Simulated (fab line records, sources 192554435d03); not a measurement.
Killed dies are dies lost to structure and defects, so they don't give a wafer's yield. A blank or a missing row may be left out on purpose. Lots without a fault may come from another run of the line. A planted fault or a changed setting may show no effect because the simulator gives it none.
A struck lot beside a sound one | flow n5_finfet | 28 steps out of a route of 1938
Sound: wafers L350.1, L350.2, L350.5. Struck: wafer L343.4. (L343.2, L343.5 of the same lot were not struck and are left out.) The cause comes at the end.
At each step with rows: each side's tool, then ch and its chambers, then its first start. Under that, the readings that differ: sound wafers | struck wafers | difference of the means | sigmas: that difference in standard deviations of wafers without a fault.
alike: readings whose means differ by less than 2 such deviations, and words and numbers that are the same on both sides. not compared: withheld readings, readings that some wafer has no value for, bounds like >300 that may hide the same value, and numbers for which the record gives no deviation and whose values overlap.
The two part at a step that has a row with sigmas, a row that says differs or no value, or rows on one side only. Numbers that don't overlap but have no deviation are shown without sigmas and don't part them. A reading that every wafer of one side lacks parts them only if that side has two wafers or more.

first, 11 steps without rows for these wafers: N5_MOL_CONTACT_COAG_DESCUM_88 (chemistry O2, time 7 s); N5_MOL_CONTACT_COAG_ETCH_89 (etches underlayer in N2/H2, target depth 13 nm, time 10.4 s); N5_MOL_CONTACT_COAG_ETCH_90 (etches SiARC in CF4, target depth 13 nm, time 21.7 s); N5_MOL_CONTACT_COAG_ALD_131 (deposits SiO2, target thk 5 nm, pulse time 1 s, co reactant pulse time 1 s); N5_MOL_CONTACT_COAG_ETCHBACK_132 (etches SiO2 in CHF3, target depth 10 nm, time 6.7 s); N5_MOL_CONTACT_COAG_ETCH_91 (etches SOC in N2/H2, target depth 60 nm, overetch 21 nm, time 101.2 s); N5_MOL_CONTACT_COAG_STRIP_92 (strips in N2/H2); N5_MOL_CONTACT_COAG_STRIP_93 (strips in N2/H2); N5_MOL_CONTACT_COAG_ETCHBACK_135 (etches SiO2 in CHF3, target depth 25 nm, time 16.7 s); N5_MOL_CONTACT_COAG_STRIP_118 (strips in CHF3); N5_MOL_CONTACT_COAG_VIA_ETCH_46 (etches SiO2 in C4F6/O2, target depth 46 nm, overetch 9.2 nm, time 40 s).
N5_MOL_CONTACT_COAG_STRIP_96: strips in N2/H2.
  sound on rie_diel-03 ch 1,3, day 11 00:53; struck on rie_diel-04 ch 2, day 9 00:32
  reading                | sound          | struck | difference | sigmas
  throttle_valve_pct (%) | 18.7 19.2 18.7 | 19.7   | +0.8       | +2
  alike: drypump_motor_current_A, oes_product_au, power_w, rf_vpp_V, showerhead_plenum_p_Torr
  not compared: rf_hours_counter_h
then, 13 steps without rows for these wafers: N5_MOL_CONTACT_COAG_ETCH_47 (etches SiNx in CH3F/O2, stops on W, target depth 27 nm); N5_MOL_CONTACT_COAG_STRIP_119 (strips in N2/H2, time 30 s); N5_MOL_CONTACT_COAG_PRECLEAN_144 (cleans in alkaline clean, time 60 s); N5_MOL_CONTACT_COAG_SRD_145 (time 30 s); N5_MOL_CONTACT_COAG_COAT_62 (time 60 s, resist thk 60 nm); N5_MOL_CONTACT_COAG_COAT_63 (time 60 s, resist thk 10 nm); N5_MOL_CONTACT_COAG_COAT_64 (time 60 s, resist thk 10 nm); N5_MOL_CONTACT_COAG_COAT_34 (resist thk 40 nm); N5_MOL_CONTACT_COAG_EBR_36; N5_MOL_CONTACT_COAG_SOFTBAKE_35 (time 60 s); N5_MOL_CONTACT_COAG_EXPOSE_37 (exposes mask VD, defocus 0 nm); N5_MOL_CONTACT_COAG_PEB_38 (peb time 60 s); N5_MOL_CONTACT_COAG_DEVELOP_39 (develop time 30 s).
N5_MOL_CONTACT_COAG_INSPECT_42: inspects for defects (brightfield).
  sound on defect_inspect-01, day 11 01:34; struck on defect_inspect-02, day 9 01:12
  reading          | sound       | struck | difference | sigmas
  raw_defect_count | 138 133 126 | 616    | +484       | +7
then, 1 step without rows for these wafers: N5_MOL_CONTACT_COAG_DESCUM_45 (chemistry O2, time 7 s).
-- the record jumps here: 7 days lie between the struck wafers' starts before and after (it left off in module MOL_CONTACT_COAG and takes up again in module PASSIVATION, whose first step shown is number 1936 of the route) --
N5_PASSIVATION_PROBE_49:
  the record has rows for the struck wafers here (prober-02, day 15 22:10) and none for the sound ones

WHERE THEY PART
First at N5_MOL_CONTACT_COAG_STRIP_96; last, within this record, at N5_PASSIVATION_PROBE_49.

WHY: what the simulator had put in
Chamber particle source: rie_diel-04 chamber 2, from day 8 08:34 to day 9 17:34, at N5_MOL_CONTACT_COAG_STRIP_96. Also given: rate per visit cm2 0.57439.
